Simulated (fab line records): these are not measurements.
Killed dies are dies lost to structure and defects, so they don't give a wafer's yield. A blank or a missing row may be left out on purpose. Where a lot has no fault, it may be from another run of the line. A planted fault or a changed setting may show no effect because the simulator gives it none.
fab line records	flow n5-finfet
[record] lots = 7	wafers = 21
route steps=1938 shown SD_EPI_N@268 SDB@373 HKMG_FIN@402 GATE_CUT@480
start-h: the number of hours between the record's first day and the start of the first shown wafer of the lot	wait-h: how many hours have passed since the lot's step before this one	" identical to the entry in the row above	L1.1+2: a row that stands for several wafers	- either no value or no given start	* or withheld: withheld	< > ~ a bound
route shown NAME@n: names a module that has steps shown in the file, with the first one's number in the route	usual: mean/standard deviation taken from wafers without a fault	same: alike in all rows	chamber/n: place in a boat	sites: readings site by site	_std_site: their standard deviation	_edge_site: mean of outer sites minus mean of inner sites	radius-mm: for every site, how far away it sits from the centre of the wafer	mask NAME#n: copy n	behind: tool/chamber where the wafer was last shaped	hold: reason for holding the lot/hours on hold/outcome of the hold	device: names the non-switching transistor (n, p or np)	end of line: tests run on the same wafers once the route is complete	step lacking rows: just its recipe	killed: not the wafer's yield, but the dies lost to structure and defects at the first sort	map: shows each die of a wafer: x if killed, . if not, _ if none is there
set.NAME: the setting as run; set.NAME@STEP: as run at that earlier step	model.NAME: the simulator's own value behind a step, which no gauge read
lots run with intentionally changed settings; tables by step, rows by wafer
[[steps]]
[step N5_SD_EPI_N_PEB_07]
[recipe] peb-temp-c = 110	peb-time-s = 60	resist = CAR-ArF-block
lot.wafer	tool	chamber	start-h	wait-h	set.peb-time-s
L076.2+5+6	litho-track-05	0	59.91	0.0	60
L077.1+2	litho-track-01	0	68.30	0.1	60
L077.4	"	0	"	"	50.47
L082.1	litho-track-01	0	106.00	0.1	60
L082.4+5	"	0	"	"	70.04
L083.2+3+5	litho-track-01	0	107.25	0.0	70.43
L090.1+5	litho-track-01	0	153.92	0.1	69.83
L090.2	"	0	"	"	60
L094.3+6	litho-track-05	0	170.61	0.0	60
L094.4	"	0	"	"	70.83
L096.1+2+5	litho-track-01	0	180.78	0.1	60
[step N5_SD_EPI_N_DEVELOP_08]
[recipe] develop-time-s = 30	developer = TMAH	resist = CAR-ArF-block	dev-temp-c = 23	rinse-liquid = diw	dry = air-spin
[step N5_SD_EPI_N_CD_MEAS_09]
[recipe] target-cd-nm = 120	landing-energy-ev = 500	detector = se-inlens
[usual] cd-nm = 119.4/1
lot.wafer	tool	chamber	start-h	wait-h	set.peb-time-s@SD_EPI_N_PEB_07	cd-nm
L076.2	cd-sem-02	0	59.97	-	60	118.3
L076.5	"	0	"	"	60	119.2
L076.6	"	0	"	"	60	118.5
L077.1	cd-sem-01	0	68.37	-	60	120.2
L077.2	"	0	"	"	60	119.5
L077.4	"	0	"	"	50.47	112.8
L082.1	cd-sem-03	0	106.07	-	60	120.1
L082.4	"	0	"	"	70.04	125.8
L082.5	"	0	"	"	70.04	124.6
L083.2	cd-sem-02	0	107.31	-	70.43	125.7
L083.3	"	0	"	"	70.43	124.1
L083.5	"	0	"	"	70.43	125.4
L090.1	cd-sem-03	0	153.99	-	69.83	124.1
L090.2	"	0	"	"	60	117.9
L090.5	"	0	"	"	69.83	123.0
L094.3	cd-sem-02	0	170.68	-	60	119.1
L094.4	"	0	"	"	70.83	124.8
L094.6	"	0	"	"	60	119.4
L096.1	cd-sem-02	0	180.85	-	60	120.6
L096.2	"	0	"	"	60	118.6
L096.5	"	0	"	"	60	119.9
[step N5_SD_EPI_N_DESCUM_14]
[recipe] chemistry = O2	time-s = 7.9	source-power-w = 50	bias-power-w = 20	pressure-mtorr = 20	rf-frequency-hz = 2.712e+07	temp-c = 40	resist = CAR-ArF-block	o2-flow-sccm = 225
lot.wafer	tool	chamber	start-h	wait-h	set.peb-time-s@SD_EPI_N_PEB_07	model.SD_EPI_N.cd-nm
L076.2	rie-diel-06	0	60.06	0.0	60	118
L076.5	"	1	"	"	60	119.2
L076.6	"	3	"	"	60	118.4
L077.1	rie-diel-04	0	68.46	0.0	60	120
L077.2	"	2	"	"	60	119.6
L077.4	"	2	"	"	50.47	112.6
L082.1	rie-diel-06	3	106.89	0.8	60	120
L082.4	"	0	"	"	70.04	125.4
L082.5	"	2	"	"	70.04	124.4
L083.2+5	rie-diel-04	3,2	107.95	0.6	70.43	125.8
L083.3	"	2	"	"	70.43	124
L090.1	rie-diel-04	1	154.08	0.0	69.83	124.4
L090.2	"	0	"	"	60	117.6
L090.5	"	0	"	"	69.83	123
L094.3	rie-diel-04	2	171.80	0.9	60	119
L094.4	"	3	"	"	70.83	124.2
L094.6	"	1	"	"	60	119.8
L096.1	rie-diel-04	1	180.94	0.0	60	120.8
L096.2	"	3	"	"	60	118.4
L096.5	"	3	"	"	60	119.6
[step N5_SD_EPI_N_ETCH_34]
[recipe] chemistry = CF4	target = SiARC	target-depth-a = 455	mask-material = CAR-ArF-block	time-s = 75.8	ion-energy-ev = 80	pressure-mtorr = 40	source-w = 545	bias-w = 36	Ar_flow_sccm = 100	cf4-flow-sccm = 100	ends = cleared
lot.wafer	tool	chamber	start-h	wait-h	set.spin-rpm@SD_EPI_N_COAT_33	model.etch.depth-nm	model.CAR-ArF-block_of_SD_EPI_N_COAT_03.thk-nm
L076.2	rie-diel-06	0	60.10	0.0	1500	35.25	111.8
L076.5	"	1	"	"	1500	35.24	111.4
L076.6	"	3	"	"	1500	35.21	112
L077.1	rie-diel-04	0	68.50	0.0	1500	35.24	110.6
L077.2	"	2	"	"	1500	35.21	110.8
L077.4	"	2	"	"	1500	35.11	111
L082.1	rie-diel-06	3	106.93	0.0	1378	36.5	109.8
L082.4	"	0	"	"	1378	36.55	109.6
L082.5	"	2	"	"	1500	35.03	111.2
L083.2	rie-diel-04	3	107.98	0.0	1500	34.91	110.6
L083.3	"	2	"	"	1598	33.87	111.2
L083.5	"	2	"	"	1500	35.02	109.6
L090.1	rie-diel-04	1	154.11	0.0	1333	37.04	109
L090.2	"	0	"	"	1333	36.92	109.4
L090.5	"	0	"	"	1500	34.96	110.6
L094.3	rie-diel-04	2	171.84	0.0	1500	35.08	111.4
L094.4	"	3	"	"	1353	36.83	109.6
L094.6	"	1	"	"	1353	36.9	109.8
L096.1	rie-diel-04	1	180.97	0.0	1448	35.61	111
L096.2	"	3	"	"	1500	35.06	112
L096.5	"	3	"	"	1448	35.73	111.2
[step N5_SD_EPI_N_ETCH_35]
[recipe] chemistry = N2/H2	target = SOC	overetch-a = 1080	mask-material = SiARC	temp-c = 40	ion-energy-ev = 100	source-w = 3000	bias-w = 133	pressure-mtorr = 20	time-s = 486	n2-flow-sccm = 200	h2-flow-sccm = 200
lot.wafer	tool	chamber	start-h	wait-h	set.spin-rpm@SD_EPI_N_COAT_33	set.peb-time-s@SD_EPI_N_PEB_07	model.SD_EPI_N.cd-nm	model.SiARC_of_SD_EPI_N_COAT_33.thk-nm
L076.2	rie-diel-06	0	60.15	0.0	1500	60	117.6	20
L076.5	"	1	"	"	1500	60	119.6	19.2
L076.6	"	3	"	"	1500	60	118.8	20
L077.1	rie-diel-04	0	68.55	0.0	1500	60	120.8	19.6
L077.2	"	2	"	"	1500	60	119.8	19.4
L077.4	"	2	"	"	1500	50.47	113.4	19.4
L082.1	rie-diel-06	3	106.98	0.0	1378	60	119	21.4
L082.4	"	0	"	"	1378	70.04	124.6	21.4
L082.5	"	2	"	"	1500	70.04	122	19.8
L083.2	rie-diel-04	3	108.04	0.0	1500	70.43	126.6	19.2
L083.3	"	2	"	"	1598	70.43	124	18.2
L083.5	"	2	"	"	1500	70.43	126	19.4
L090.1	rie-diel-04	1	154.17	0.0	1333	69.83	125.4	22.4
L090.2	"	0	"	"	1333	60	120	21.2
L090.5	"	0	"	"	1500	69.83	125.2	19.4
L094.3	rie-diel-04	2	171.89	0.0	1500	60	120.2	19.6
L094.4	"	3	"	"	1353	70.83	124.8	21.2
L094.6	"	1	"	"	1353	60	120.4	22.4
L096.1	rie-diel-04	1	181.03	0.0	1448	60	120.4	21
L096.2	"	3	"	"	1500	60	118	19.4
L096.5	"	3	"	"	1448	60	119	20
[step N5_SD_EPI_N_STRIP_36]
[recipe] chemistry = N2/H2	temp-c = 40	n2-flow-sccm = 200	h2-flow-sccm = 200	rf-frequency-hz = 6e+07
[step N5_SD_EPI_N_ETCHBACK_44]
[recipe] chemistry = CH3F/O2	mode = anisotropic-etchback	target = SiNx	target-depth-a = 145	stop-on = SiO2	over-etch-frac = 0.3	ion-energy-ev = 120	pressure-mtorr = 30	source-w = 395	bias-w = 73	Ar_flow_sccm = 150	CH3F_flow_sccm = 30	O2_flow_sccm = 20
lot.wafer	tool	chamber	start-h	wait-h	set.spin-rpm@SD_EPI_N_COAT_33	model.SiARC_of_SD_EPI_N_COAT_33.thk-nm
L076.2+6	rie-diel-06	0,3	60.48	0.0	1500	16.2
L076.5	"	1	"	"	1500	15.4
L077.1	rie-diel-04	0	68.88	0.0	1500	15.8
L077.2+4	"	2	"	"	1500	15.6
L082.1+4	rie-diel-06	3,0	107.31	0.0	1378	17.6
L082.5	"	2	"	"	1500	16
L083.2	rie-diel-04	3	108.36	0.0	1500	15.4
L083.3	"	2	"	"	1598	14.4
L083.5	"	2	"	"	1500	15.6
L090.1	rie-diel-04	1	154.49	0.0	1333	18.8
L090.2	"	0	"	"	1333	17.6
L090.5	"	0	"	"	1500	15.8
L094.3	rie-diel-04	2	172.22	0.0	1500	15.6
L094.4	"	3	"	"	1353	17.4
L094.6	"	1	"	"	1353	18.8
L096.1	rie-diel-04	1	181.35	0.0	1448	17.4
L096.2	"	3	"	"	1500	15.6
L096.5	"	3	"	"	1448	16.2
[step N5_SD_EPI_N_ETCH_45]
[recipe] chemistry = CH3F/O2	target = SiOCN	target-depth-a = 60	mask-material = SOC	ion-energy-ev = 60	bias-w = 29	pressure-mtorr = 15	source-w = 410	Ar_flow_sccm = 150	CH3F_flow_sccm = 30	O2_flow_sccm = 20
[step N5_SD_EPI_N_ETCH_16]
[recipe] chemistry = CHF3/O2	target = SiO2	target-depth-a = 50	mask-material = SOC	pressure-mtorr = 30	source-w = 650	bias-w = 170	Ar_flow_sccm = 200	CHF3_flow_sccm = 50	O2_flow_sccm = 5	ion-energy-ev = 200
lot.wafer	tool	chamber	start-h	wait-h	set.spin-rpm@SD_EPI_N_COAT_33	model.SiARC_of_SD_EPI_N_COAT_33.thk-nm
L076.2	rie-diel-06	0	60.68	0.1	1500	12.6
L076.5	"	1	"	"	1500	11.6
L076.6	"	3	"	"	1500	12.4
L077.1	rie-diel-04	0	69.08	0.1	1500	12.2
L077.2+4	"	2	"	"	1500	12
L082.1	rie-diel-06	3	107.51	0.1	1378	14
L082.4	"	0	"	"	1378	13.8
L082.5	"	2	"	"	1500	12.4
L083.2	rie-diel-04	3	108.56	0.1	1500	11.6
L083.3	"	2	"	"	1598	10.8
L083.5	"	2	"	"	1500	12
L090.1	rie-diel-04	1	154.69	0.1	1333	15.2
L090.2	"	0	"	"	1333	14
L090.5	"	0	"	"	1500	12
L094.3	rie-diel-04	2	172.42	0.1	1500	12
L094.4	"	3	"	"	1353	13.8
L094.6	"	1	"	"	1353	15.2
L096.1	rie-diel-04	1	181.55	0.1	1448	14
L096.2	"	3	"	"	1500	12
L096.5	"	3	"	"	1448	12.6
[step N5_SDB_ALD_29]
[recipe] material = SiNx	target-thk-a = 300	temp-c = 400	ald-precursor-family = SiH2I2	ald-co-reactant = N2/H2-plasma	pulse-time-s = 1	ald-cycles = 600	purge-time-s = 2	co-reactant-purge-time-s = 2	pressure-torr = 2
lot.wafer	tool	chamber	start-h	wait-h	set.ald-cycles	model.SiNx_of_SDB_ALD_29.thk-nm
L076.2+6	ald-sin-01	1	77.11	0.0	600	29.8
L076.5	"	0	78.47	1.4	600	30.2
L077.1+4	ald-sin-01	2,3	85.62	0.1	567	28.2
L077.2	"	0	"	"	567	28.4
L082.1	ald-sin-02	1	123.55	0.0	560	28.2
L082.4	"	2	"	"	600	30.2
L082.5	"	2	124.90	1.4	600	30
L083.2+3+5	ald-sin-01	0,3,0	125.29	0.0	600	30
L090.1	ald-sin-01	1	173.13	0.2	600	29.8
L090.2	"	0	"	"	649	32.4
L090.5	"	1	174.48	1.6	649	32.2
L094.3	ald-sin-02	3	189.87	0.0	559	27.8
L094.4	"	2	"	"	559	28
L094.6	"	3	191.23	1.4	600	29.8
L096.1	ald-sin-01	3	199.89	0.0	520	26.2
L096.2+5	"	2,1	"	"	600	30.2
[step N5_HKMG_FIN_ETCH_54]
[recipe] chemistry = CF4	target = SiARC	target-depth-a = 455	mask-material = CAR-ArF	time-s = 75.8	ion-energy-ev = 80	pressure-mtorr = 40	source-w = 545	bias-w = 36	Ar_flow_sccm = 100	cf4-flow-sccm = 100	ends = cleared
[usual] rf-vpp-V = 184.7/1.1
lot.wafer	tool	chamber	start-h	wait-h	set.source-w	rf-vpp-V
L076.2	rie-diel-06	1	81.76	0.0	545	186.3
L076.5	"	1	"	"	545	185.5
L076.6	"	0	"	"	545	185.0
L077.1	rie-diel-06	3	90.26	0.0	465.1	196.1
L077.2	"	1	"	"	545	184.6
L077.4	"	0	"	"	545	184.9
L082.1	rie-diel-04	2	128.14	0.0	545	185.2
L082.4	"	0	"	"	545	185.4
L082.5	"	0	"	"	545	183.6
L083.2	rie-diel-04	1	133.89	0.0	545	185.0
L083.3	"	2	"	"	545	185.5
L083.5	"	2	"	"	497.9	190.2
L090.1	rie-diel-04	1	178.26	0.0	497	190.8
L090.2	"	3	"	"	497	189.2
L090.5	"	2	"	"	545	185.2
L094.3	rie-diel-04	0	194.65	0.0	545	184.0
L094.4	"	3	"	"	609.7	177.4
L094.6	"	1	"	"	545	183.3
L096.1	rie-diel-04	1	206.03	0.0	545	183.7
L096.2	"	3	"	"	545	183.5
L096.5	"	2	"	"	545	184.7
[step N5_HKMG_FIN_ETCH_55]
[recipe] chemistry = N2/H2	target = SOC	target-depth-a = 2400	temp-c = 40	time-s = 300	ion-energy-ev = 200	mask-material = SiARC	pressure-mtorr = 30	source-w = 840	bias-w = 150	n2-flow-sccm = 200	h2-flow-sccm = 200
[usual] rf-vpp-V = 526.0/2.1
lot.wafer	tool	chamber	start-h	wait-h	set.bias-w	rf-vpp-V	model.SiARC_of_HKMG_FIN_COAT_42.thk-nm
L076.2	rie-diel-06	1	81.81	0.0	150	529.8	20.6
L076.5	"	1	"	"	150	528.4	20.6
L076.6	"	0	"	"	150	527.4	20.6
L077.1	rie-diel-06	3	90.31	0.0	150	526.5	21.4
L077.2	"	1	"	"	150	527.1	20.6
L077.4	"	0	"	"	135.9	494.9	22.6
L082.1	rie-diel-04	2	128.20	0.0	132.8	488.2	22.8
L082.4	"	0	"	"	132.8	483.5	23
L082.5	"	0	"	"	132.8	485.0	23
L083.2	rie-diel-04	1	133.95	0.0	158.7	544.1	21
L083.3	"	2	"	"	150	527.4	20.6
L083.5	"	2	"	"	150	528.7	20.8
L090.1	rie-diel-04	1	178.32	0.0	141.7	507.7	22.8
L090.2	"	3	"	"	141.7	505.6	21.8
L090.5	"	2	"	"	141.7	510.1	22
L094.3	rie-diel-04	0	194.71	0.0	172.4	570.0	18.4
L094.4	"	3	"	"	172.4	572.2	18.8
L094.6	"	1	"	"	150	524.7	22.4
L096.1	rie-diel-04	1	206.09	0.0	171.4	570.8	19.8
L096.2	"	3	"	"	171.4	571.4	18.4
L096.5	"	2	"	"	150	528.5	21
[step N5_GATE_CUT_COAT_27]
[recipe] resist = underlayer	temp-c = 205	time-s = 60	spin-rpm = 1500	resist-thk-nm = 10
lot.wafer	tool	chamber	start-h	wait-h	set.spin-rpm	model.underlayer_of_GATE_CUT_COAT_27.thk-nm
L076.2+5+6	litho-track-02	0	-	-	1500	10
L077.1+2	litho-track-02	0	-	-	1500	10
L077.4	"	0	"	"	1402	10.4
L082.1+4	litho-track-02	0	-	-	1500	10
L082.5	"	0	"	"	1568	9.8
L083.2	litho-track-01	0	-	-	1390	10.4
L083.3+5	"	0	"	"	1500	10
L090.1	litho-track-03	0	-	-	1500	10
L090.2+5	"	0	"	"	1608	9.8
L094.3+4+6	litho-track-02	0	-	-	1500	10
L096.1+2+5	litho-track-01	0	-	-	1500	10
[[key]]
[split] step = N5_SD_EPI_N_PEB_07	setting = peb-time-s	stated = 60	by = wafer
[response] step = N5_SD_EPI_N_CD_MEAS_09	reading = cd-nm	change = +0.346	per = 1%	r = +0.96
[response] step = N5_SD_EPI_N_DESCUM_14	reading = model.SD_EPI_N.cd-nm	change = +0.34	per = 1%	r = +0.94
[response] step = N5_SD_EPI_N_ETCH_35	reading = model.SD_EPI_N.cd-nm	change = +0.31	per = 1%	r = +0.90
[split] step = N5_SDB_ALD_29	setting = ald-cycles	stated = 600	by = wafer
[response] step = N5_SDB_ALD_29	reading = model.SiNx_of_SDB_ALD_29.thk-nm	change = +0.296	per = 1%	r = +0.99
[split] step = N5_HKMG_FIN_ETCH_54	setting = source-w	stated = 545	by = wafer
[response] step = N5_HKMG_FIN_ETCH_54	reading = rf-vpp-V	change = -0.641	per = 1%	r = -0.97
[split] step = N5_HKMG_FIN_ETCH_55	setting = bias-w	stated = 150	by = wafer
[response] step = N5_HKMG_FIN_ETCH_55	reading = rf-vpp-V	change = +3.09	per = 1%	r = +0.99
[response] step = N5_HKMG_FIN_ETCH_55	reading = model.SiARC_of_HKMG_FIN_COAT_42.thk-nm	change = -0.177	per = 1%	r = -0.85
[split] step = N5_GATE_CUT_COAT_27	setting = spin-rpm	stated = 1500	by = wafer
[response] step = N5_GATE_CUT_COAT_27	reading = model.underlayer_of_GATE_CUT_COAT_27.thk-nm	change = -0.0467	per = 1%	r = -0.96
split outside-this-file step=N5_SD_EPI_N_COAT_33 setting=spin-rpm
// split outside-this-file: this setting was split too, and the file shows its column; the key of that split is in another file
